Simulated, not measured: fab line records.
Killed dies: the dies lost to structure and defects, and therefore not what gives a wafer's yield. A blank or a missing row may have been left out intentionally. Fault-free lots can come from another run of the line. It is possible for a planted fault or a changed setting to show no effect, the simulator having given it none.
Matching of chambers + flow n5_finfet + rie_diel-02 running N5_BEOL_M3_DESCUM_33: 4 sister chambers
The step chemistry O2, time 7 s. 4 wafers are shown with their chamber, then 7 later ones without.

== WAFERS, EACH WITH ITS CHAMBER ==
| wafer  | chamber | throttle_valve_pct (%) |
|--------|---------|------------------------|
| L082.2 | 3       | 20.47                  |
| L082.5 | 0       | 19.88                  |
| L086.2 | 1       | 20.26                  |
| L086.5 | 2       | 20.61                  |

== WAFERS MISSING THEIR CHAMBER ==
| wafer  | throttle_valve_pct (%) |
|--------|------------------------|
| L086.6 | 20.48                  |
| L089.1 | 20.63                  |
| L089.3 | 19.90                  |
| L089.6 | 20.26                  |
| L091.1 | 19.92                  |
| L091.5 | 20.50                  |
| L091.6 | 20.62                  |

== CHAMBER TAKEN BY EACH ==
| wafer  | from the rows above | in truth |
|--------|---------------------|----------|
| L086.6 | 3                   | 3        |
| L089.1 | 2                   | 2        |
| L089.3 | 0                   | 0        |
| L089.6 | 1                   | 1        |
| L091.1 | 0                   | 0        |
| L091.5 | 3                   | 3        |
| L091.6 | 2                   | 2        |
Correctly placed: 7 of 7. Not placeable from these rows: 0. 0 placed wrongly.
How it was worked out, from the rows above alone: a wafer's distance from a chamber is the root of the sum, over the readings, of the square of ((its reading less the chamber's mean) divided by the reading's scatter). If the next closest chamber is less than 2 further off than the closest, the wafer can't be placed; otherwise it belongs to the closest. Each chamber's mean is taken over the wafers shown for it. The scatter: root of mean squared gap, hidden wafer to nearest shown wafer, with one shown wafer a chamber.
